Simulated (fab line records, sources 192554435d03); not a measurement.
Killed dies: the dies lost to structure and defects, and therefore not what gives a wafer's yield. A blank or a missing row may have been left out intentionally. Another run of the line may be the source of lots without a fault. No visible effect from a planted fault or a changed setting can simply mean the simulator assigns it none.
Comparing a struck lot with a sound one :: flow n5Finfet :: 16 steps out of a route of 1938
Sound: these wafers, L350.3, L350.4, L350.6. Struck: wafers L344.2, L344.5 (left out: L344.1, a lot-mate that was not struck); the cause follows at the end.
Per side, at each step with rows, come the tool, then ch with its chambers, and then its first start. Under that, the readings that differ: sound wafers :: struck wafers :: difference of the means :: sigmas: that difference in standard deviations of wafers without a fault.
alike: a reading whose means differ by less than 2 such deviations, as well as words and numbers matching on both sides. not compared: withheld readings; readings where some wafer has no value; bounds like >300 that might hide an equal value; numbers whose values overlap and for which the record gives no deviation.
The two part at a step that has a row with sigmas, a row that says differs or no value, or rows on one side only. Numbers that don't overlap but have no deviation are shown without sigmas and don't part them. Lack of a reading on every wafer of one side parts them only where that side has two or more wafers.

first, 4 steps without rows for these wafers: N5_SDB_SOFTBAKE_06 (time 60 s); N5_SDB_EXPOSE_08 (exposes mask SDB); N5_SDB_PEB_09 (peb time 60 s); N5_SDB_DEVELOP_10 (develop time 30 s).
N5_SDB_CD_MEAS_11: the cd target is 50 nm.
  sound on cdSem-02 ch 0, day 6 22:24; struck on cdSem-01 ch 0, day 5 12:44
  alike: cdNm
N5_SDB_OVL_MEAS_12:
  sound on overlay-02 ch 0, day 6 22:25; struck on overlay-01 ch 0, day 5 12:46
  alike: SDB_OVL
N5_SDB_INSPECT_13: inspects for defects (brightfield).
  sound on defectInspect-01, day 6 22:27; struck on defectInspect-01, day 5 12:47
reading: rawDefectCount
sound: 70 51 108
struck: 146 160
difference: +77
sigmas: +2
N5_SDB_DESCUM_16: chemistry O2, time 7.9 s.
  sound on rieDiel-01 ch 0,2, day 6 22:29; struck on rieDiel-06 ch 0, day 5 12:52
reading: showerheadPlenumPTorr (Torr)
sound: 2.22 2.18 2.22
struck: 2.01 2.01
difference: -0.20
sigmas: -3
  alike: drypumpMotorCurrentA, oesProductAu, rfVppV, throttleValvePct
  not compared: rfHoursCounterH
N5_SDB_ETCH_17: etches SiARC in CF4, target depth 23.4 nm, time 39 s.
  sound on rieDiel-01 ch 0,2, day 6 22:31; struck on rieDiel-06 ch 0, day 5 12:55
reading: rfVppV (V)
sound: 185.0 184.8 185.7
struck: 182.8 182.9
difference: -2.3
sigmas: -2

reading: showerheadPlenumPTorr (Torr)
sound: 2.26 2.21 2.26
struck: 2.09 2.09
difference: -0.15
sigmas: -3
  alike: drypumpMotorCurrentA, etchRfOnTimeS, oesProductAu, throttleValvePct
  not compared: rfHoursCounterH
N5_SDB_ETCH_18: etches SOC in N2/H2, target depth 100 nm, overetch 20 nm, time 150 s.
  sound on rieDiel-01 ch 0,2, day 6 22:33; struck on rieDiel-06 ch 0, day 5 12:56
reading: rfVppV (V)
sound: 527.9 526.1 528.1
struck: 522.7 522.6
difference: -4.7
sigmas: -2

reading: showerheadPlenumPTorr (Torr)
sound: 2.72 2.63 2.72
struck: 2.47 2.47
difference: -0.22
sigmas: -3
  alike: drypumpMotorCurrentA, oesProductAu, throttleValvePct
  not compared: rfHoursCounterH
then, 1 step without rows for these wafers: N5_SDB_STRIP_19 (strips in N2/H2).
N5_SDB_STRIP_21: strips in CF4.
  sound on rieDiel-01 ch 0,2, day 6 22:41; struck on rieDiel-06 ch 0, day 5 13:05
reading: showerheadPlenumPTorr (Torr)
sound: 1.89 1.85 1.89
struck: 1.76 1.76
difference: -0.12
sigmas: -3
  alike: drypumpMotorCurrentA, oesProductAu, rfVppV, throttleValvePct
  not compared: rfHoursCounterH
N5_SDB_HM_OPEN_20: chemistry CH3F/O2, target SiNx, stops on poly-Si, target depth 24 nm.
  sound on rieDiel-01 ch 0,2, day 6 22:43; struck on rieDiel-06 ch 0, day 5 13:06
reading: showerheadPlenumPTorr (Torr)
sound: 2.11 2.06 2.11
struck: 1.94 1.94
difference: -0.15
sigmas: -3

reading: model.SOC_of_SDB_COAT_03.thkNm (nm)
sound: 84.2 84.4 84.2
struck: 88 87.4
difference: +3
sigmas: 
  alike: drypumpMotorCurrentA, oes_f_703_au, oesProductAu, rfVppV, throttleValvePct
  not compared: rfHoursCounterH
N5_SDB_STRIP_22: strips in N2/H2.
  sound on plasmaAsher-02 ch 0,1, day 6 22:51; struck on plasmaAsher-02 ch 0,1, day 5 13:11
reading: stripTimeToEndpointS (s)
sound: 96.5 96.7 96.4
struck: 100.0 99.5
difference: +3.2
sigmas: +8
  alike: drypumpMotorCurrentA, heaterPowerW, oesProductAu
  not compared: rfHoursCounterH
then, 1 step without rows for these wafers: N5_SDB_PRECLEAN_23 (cleans in dHF, time 30 s).
-- the record jumps here: 4 days lie between the struck wafers' starts before and after (it left off in module SDB and takes up again in module BEOL_M4, whose first step shown is number 1111 of the route) --
N5_BEOL_M4_RC_MEAS_101:
  sound on prober-02 ch 0, day 11 05:05; struck on prober-01 ch 0, day 9 07:16
  alike: DIBL_N, DIBL_P, IOFF_N, IOFF_P, ION_N, ION_P, SS_N, SS_P, VT_N, VT_P

== WHERE THEY PART ==
Last at N5_SDB_STRIP_22 as far as this record goes, first at N5_SDB_INSPECT_13. Later steps at which nothing parts them and some readings are alike: N5_BEOL_M4_RC_MEAS_101.

WHY: what had been put in by the simulator
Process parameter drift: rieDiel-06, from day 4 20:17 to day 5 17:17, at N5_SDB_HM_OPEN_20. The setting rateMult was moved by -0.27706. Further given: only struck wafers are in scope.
